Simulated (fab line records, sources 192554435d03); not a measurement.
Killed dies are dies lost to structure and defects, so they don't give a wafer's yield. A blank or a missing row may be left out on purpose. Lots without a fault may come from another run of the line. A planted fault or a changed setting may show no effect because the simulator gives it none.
Chamber matching | flow n5_finfet | N5_MOL_CONTACT_COAG_VIA_ETCH_46 on rie_diel-03: 4 sister chambers
The step etches SiO2 in C4F6/O2, target depth 46 nm, overetch 9.2 nm, time 40 s. 20 wafers are shown with their chamber, then 10 later ones without.

WAFERS WITH THEIR CHAMBER
wafer  | chamber | rf_vpp_V (V) | throttle_valve_pct (%) | drypump_motor_current_A (A)
L077.2 | 1       | 1589         | 40.3                   | 5.5
L077.3 | 2       | 1550         | 40.9                   | 5.9
L077.6 | 2       | 1551         | 40.9                   | 5.9
L080.1 | 0       | 1637         | 40.7                   | 6.1
L080.5 | 0       | 1638         | 40.7                   | 6.1
L080.6 | 3       | 1547         | 41.3                   | 6.0
L082.1 | 1       | 1589         | 40.3                   | 5.5
L082.5 | 3       | 1547         | 41.3                   | 6.0
L082.6 | 2       | 1551         | 40.9                   | 5.9
L084.1 | 2       | 1550         | 40.9                   | 5.9
L084.2 | 0       | 1636         | 40.7                   | 6.1
L084.3 | 1       | 1590         | 40.3                   | 5.5
L088.3 | 3       | 1548         | 41.4                   | 6.0
L088.4 | 2       | 1550         | 40.9                   | 5.9
L088.5 | 0       | 1637         | 40.7                   | 6.1
L089.2 | 0       | 1637         | 40.7                   | 6.1
L089.4 | 3       | 1548         | 41.4                   | 6.0
L089.5 | 0       | 1636         | 40.7                   | 6.1
L090.2 | 1       | 1587         | 40.3                   | 5.4
L090.5 | 1       | 1588         | 40.3                   | 5.5

SIGNATURES (means of the wafers above)
reading                 | chamber 0 | chamber 1 | chamber 2 | chamber 3 | scatter within a chamber
rf_vpp_V                | 1636.83   | 1588.60   | 1550.40   | 1547.50   | 0.8
throttle_valve_pct      | 40.700    | 40.300    | 40.900    | 41.350    | 0.025
drypump_motor_current_A | 6.100     | 5.480     | 5.900     | 6.000     | 0.0224
Rule: a wafer's distance from a chamber is the root of the sum, over the readings, of the square of ((its reading less the chamber's mean) divided by the reading's scatter). The wafer belongs to the nearest chamber; if the next one is less than 2 further off, it can't be placed. The scatter: the root of (the sum of the squares of (reading less its chamber's mean) over the shown wafers, divided by (wafers less chambers)).

WAFERS WITHOUT THEIR CHAMBER
wafer  | rf_vpp_V (V) | throttle_valve_pct (%) | drypump_motor_current_A (A)
L090.6 | 1550         | 40.9                   | 5.9
L093.2 | 1634         | 40.7                   | 6.1
L093.3 | 1547         | 41.4                   | 6.0
L093.4 | 1549         | 41.0                   | 5.9
L092.2 | 1633         | 40.7                   | 6.1
L092.3 | 1547         | 41.3                   | 6.0
L092.4 | 1588         | 40.3                   | 5.4
L096.1 | 1550         | 40.9                   | 5.9
L096.2 | 1636         | 40.7                   | 6.1
L096.6 | 1546         | 41.3                   | 6.0

WHICH CHAMBER EACH WENT THROUGH
wafer  | from the rows above | in truth
L090.6 | 2                   | 2
L093.2 | 0                   | 0
L093.3 | 3                   | 3
L093.4 | 2                   | 2
L092.2 | 0                   | 0
L092.3 | 3                   | 3
L092.4 | 1                   | 1
L096.1 | 2                   | 2
L096.2 | 0                   | 0
L096.6 | 3                   | 3
Placed correctly: 10 of 10. Can't be placed from these rows: 0. Placed wrongly: 0.
